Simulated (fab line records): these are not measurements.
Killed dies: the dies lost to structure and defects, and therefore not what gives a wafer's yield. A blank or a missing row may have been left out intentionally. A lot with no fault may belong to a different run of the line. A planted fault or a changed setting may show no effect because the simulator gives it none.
Chamber matching	flow n5-finfet	3 sister chambers for N5_BEOL_M6_CURE_74 on uv-cure-01
The step cures SiCOH lowk, time 240 s. 20 wafers are shown with their chamber, then 10 later ones without.

WAFERS WITH THEIR CHAMBER
wafer	chamber	wafer_temp_C_max	lamp-power-pct (%)
L076.1	1	386.7	52.31
L076.4	1	386.2	52.32
L076.6	1	386.4	52.27
L076.2	1	386.1	52.23
L076.3	1	386.3	52.32
L076.5	1	386.3	52.31
L081.1	2	386.6	52.34
L081.4	2	386.7	52.23
L081.5	2	386.9	52.28
L082.1	2	387.0	52.34
L082.5	2	387.5	52.22
L082.6	2	387.6	52.26
L084.2	0	386.3	52.29
L084.3	0	386.3	52.34
L084.5	0	386.7	52.24
L085.3	2	387.0	52.26
L085.4	2	386.9	52.35
L085.5	2	386.7	52.17
L090.1	1	386.8	52.22
L090.5	1	386.8	52.37

SIGNATURES (averages over the wafers above)
reading	chamber 0	chamber 1	chamber 2	scatter within a chamber
wafer_temp_C_max	386.433	386.450	386.989	0.308
lamp-power-pct	52.2900	52.2938	52.2722	0.056
Rule: a wafer lies at a distance from a chamber equal to the root of the sum of squares, over the readings, of (its reading less the chamber's mean, divided by the reading's scatter). The wafer belongs to the nearest chamber; if the next one is less than 2 further off, it can't be placed. The scatter: the root of (the sum of the squares of (reading less its chamber's mean) over the shown wafers, divided by (wafers less chambers)).

WAFERS WHOSE CHAMBER IS MISSING
wafer	wafer_temp_C_max	lamp-power-pct (%)
L090.6	386.2	52.31
L093.2	387.6	52.30
L093.3	386.9	52.40
L093.4	387.4	52.29
L094.2	386.5	52.25
L094.4	386.4	52.37
L094.5	386.5	52.30
L097.1	387.9	52.33
L097.2	387.3	52.32
L097.5	387.7	52.36

EACH ONE'S CHAMBER
wafer	from the rows above	in truth
L090.6	can't be placed: 0 or 1 or 2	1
L093.2	can't be placed: 2 or 1 or 0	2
L093.3	can't be placed: 2 or 1 or 0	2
L093.4	can't be placed: 2 or 1 or 0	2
L094.2	can't be placed: 0 or 1 or 2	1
L094.4	can't be placed: 1 or 0 or 2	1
L094.5	can't be placed: 1 or 0 or 2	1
L097.1	can't be placed: 2 or 1 or 0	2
L097.2	can't be placed: 2 or 1 or 0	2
L097.5	can't be placed: 2 or 1 or 0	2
Correct placement for 0 of the 10. From these rows, 10 cannot be placed; in 10 the true chamber is one of the candidates. Placed wrongly: 0.
